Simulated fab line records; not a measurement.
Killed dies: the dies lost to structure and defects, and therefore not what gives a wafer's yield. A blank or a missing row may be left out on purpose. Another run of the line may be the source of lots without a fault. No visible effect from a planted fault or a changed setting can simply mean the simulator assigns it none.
Commonality check across tools    flow nand_harc    9 wafers sampled across 3 lots

WHAT PROMPTED THE OPENING
At NHARC_END_SORT_01 the reading killed_dies is flagged on 3 of 3 lots. Wafers without a fault read 57, standard deviation 17.
Rule: a lot is flagged in two cases, either no wafer of it has a number, or all its wafers with numbers fall more than 4 standard deviations from that mean. As for the other lots, they are considered sound.

lot   measured      on         killed_dies, wafer by wafer  flag
L163  day 25 20:44  prober-01  677 677 677                  FLAGGED
L165  day 27 10:49  prober-02  677 677 677                  FLAGGED
L164  day 27 23:20  prober-01  677 677 677                  FLAGGED
On average the flagged lots' numbers are 677, which is +620 against the usual, or +36 standard deviations.

LOT BY LOT: THE TOOL USED
Before the reading, the record contains 4 process steps out of a 1302-step route. In each cell: the tool, then ch and the chambers that the sampled wafers went through, then the start.
lot   flag     NHARC_A_CONTACT_CMP_20         NHARC_A_BLC_ETCH_18                            NHARC_A_BLC_STRIP_21                NHARC_A_BLC_CMP_25
L163  FLAGGED  cmp-04 ch 0,1,2, day 23 21:36  rie_diel-04 ch 0,1, day 23 23:50 or earlier    rie_diel-06 ch 0,1,3, day 23 23:50  cmp-02 ch 0,2,3, day 24 01:17
L165  FLAGGED  cmp-02 ch 0,3, day 25 12:11    rie_diel-04 ch 2,3, day 25 15:06 or earlier    rie_diel-04 ch 0,2,3, day 25 15:06  cmp-02 ch 2,3, day 25 16:32
L164  FLAGGED  cmp-04 ch 0,1,3, day 26 01:22  rie_diel-06 ch 0,1,3, day 26 03:29 or earlier  rie_diel-04 ch 2,3, day 26 03:29    cmp-01 ch 1,2,3, day 26 04:53
What is done by these steps:
- NHARC_A_CONTACT_CMP_20: polishes, t overpolish 30 s, target thk 300 nm.
- NHARC_A_BLC_ETCH_18: etches the open film in C4F8/O2/Ar, target depth 910 nm.
- NHARC_A_BLC_STRIP_21: strips in O2.
- NHARC_A_BLC_CMP_25: polishes, t overpolish 30 s, target thk 150 nm.
- NHARC_END_SORT_01

FLAGGED OVER TOTAL, TOOL BY TOOL (the gauges that took the reading come last)
step                    tool         lots run  flagged  share of the flagged lots  sound lots run after its first flagged lot
NHARC_A_CONTACT_CMP_20  cmp-02       1         1        some                       0
NHARC_A_CONTACT_CMP_20  cmp-04       2         2        some                       0
NHARC_A_BLC_ETCH_18     rie_diel-04  2         2        some                       0
NHARC_A_BLC_ETCH_18     rie_diel-06  1         1        some                       0
NHARC_A_BLC_STRIP_21    rie_diel-04  2         2        some                       0
NHARC_A_BLC_STRIP_21    rie_diel-06  1         1        some                       0
NHARC_A_BLC_CMP_25      cmp-01       1         1        some                       0
NHARC_A_BLC_CMP_25      cmp-02       2         2        some                       0
NHARC_END_SORT_01       prober-01    2         2        some                       0
NHARC_END_SORT_01       prober-02    1         1        some                       0
NHARC_A_BLC_ETCH_18: start missing for some lots; hours and lot order therefore follow NHARC_A_BLC_STRIP_21.

THE TABLE: WHAT IT ALLOWS
No row of the table ran every flagged lot.

WHAT THE SIMULATOR HAD PUT IN
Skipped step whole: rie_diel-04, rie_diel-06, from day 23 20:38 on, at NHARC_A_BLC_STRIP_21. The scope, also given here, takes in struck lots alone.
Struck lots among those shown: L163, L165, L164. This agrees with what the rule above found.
